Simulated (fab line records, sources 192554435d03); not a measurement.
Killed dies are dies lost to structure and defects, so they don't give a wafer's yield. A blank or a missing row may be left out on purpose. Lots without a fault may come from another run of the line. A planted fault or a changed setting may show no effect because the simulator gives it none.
Which tool did it? | flow n5_finfet | 12 lots, 33 wafers sampled, at 2 steps of a route of 1938

WHAT THE GAUGES READ, wafer by wafer
N5_BEOL_M6_RS_MEAS_57: measures by four-point-probe. Usual: M6_RS 0.286 ohm/sq, standard deviation 0.014.
lot  | measured     | on            | M6_RS (ohm/sq)    | flag
L975 | day 9 04:50  | film_metro-02 | 0.270 0.273 0.270 |
L977 | day 9 07:30  | film_metro-02 | 0.298 0.264 0.308 |
L979 | day 9 16:50  | film_metro-02 | 0.263 0.277       |
L981 | day 10 11:17 | film_metro-01 | 0.266 0.270 0.309 |
L986 | day 11 09:00 | film_metro-01 | 0.288 0.289 0.293 |
L988 | day 11 17:34 | film_metro-01 | 0.288 0.278 0.277 |
L987 | day 11 18:26 | film_metro-01 | 0.278 0.309 0.310 |
L992 | day 13 11:26 | film_metro-01 | 0.276 0.274 0.278 |
L994 | day 13 11:47 | film_metro-01 | 0.280 0.277 0.311 |
L996 | day 13 18:44 | film_metro-01 | 0.326 0.281 0.321 |
L997 | day 14 16:56 | film_metro-01 | 0.279 0.269       |
L998 | day 14 22:55 | film_metro-02 | 0.271 0.278       |

WHICH TOOL RAN EACH LOT (tool, then ch and the chambers of the sampled wafers, then the start)
lot  | N5_BEOL_M6_SURFACE_TREAT_79
L975 | pvd_sputter-02, day 9 03:23
L977 | pvd_sputter-01, day 9 06:11
L979 | pvd_sputter-03, day 9 15:40
L981 | pvd_sputter-02, day 10 10:07
L986 | pvd_sputter-03, day 11 07:28
L988 | pvd_sputter-03, day 11 16:19
L987 | pvd_sputter-03, day 11 16:47
L992 | pvd_sputter-02, day 13 09:47
L994 | pvd_sputter-01, day 13 10:39
L996 | pvd_sputter-02, day 13 17:07
L997 | pvd_sputter-02, day 14 15:21
L998 | pvd_sputter-02, day 14 20:58
- N5_BEOL_M6_SURFACE_TREAT_79

WHAT THE TOOLS THEMSELVES READ (means of the sampled wafers that have a number; where no wafer has one, the mark that the record gives instead)
The record holds no such reading with a usual standard deviation.

THE ANSWER, worked out from the rows above alone
Rule: a lot is off if the mean of its wafers that have a number lies more than 3 standard deviations from the usual mean. A lot without any number at a reading at which 4 lots or more have one is off too. The other lots that the step has rows for count as sound. The gauges are gone through in route order, then the tools' own readings, and for those a lot's mean is taken as printed above. The first step at which some lot is off is used, and at that step the reading that is off furthest; a lot without a number counts as furthest.
No lot is off at any reading shown: from this, nothing can be told.

WHAT THE SIMULATOR HAD PUT IN
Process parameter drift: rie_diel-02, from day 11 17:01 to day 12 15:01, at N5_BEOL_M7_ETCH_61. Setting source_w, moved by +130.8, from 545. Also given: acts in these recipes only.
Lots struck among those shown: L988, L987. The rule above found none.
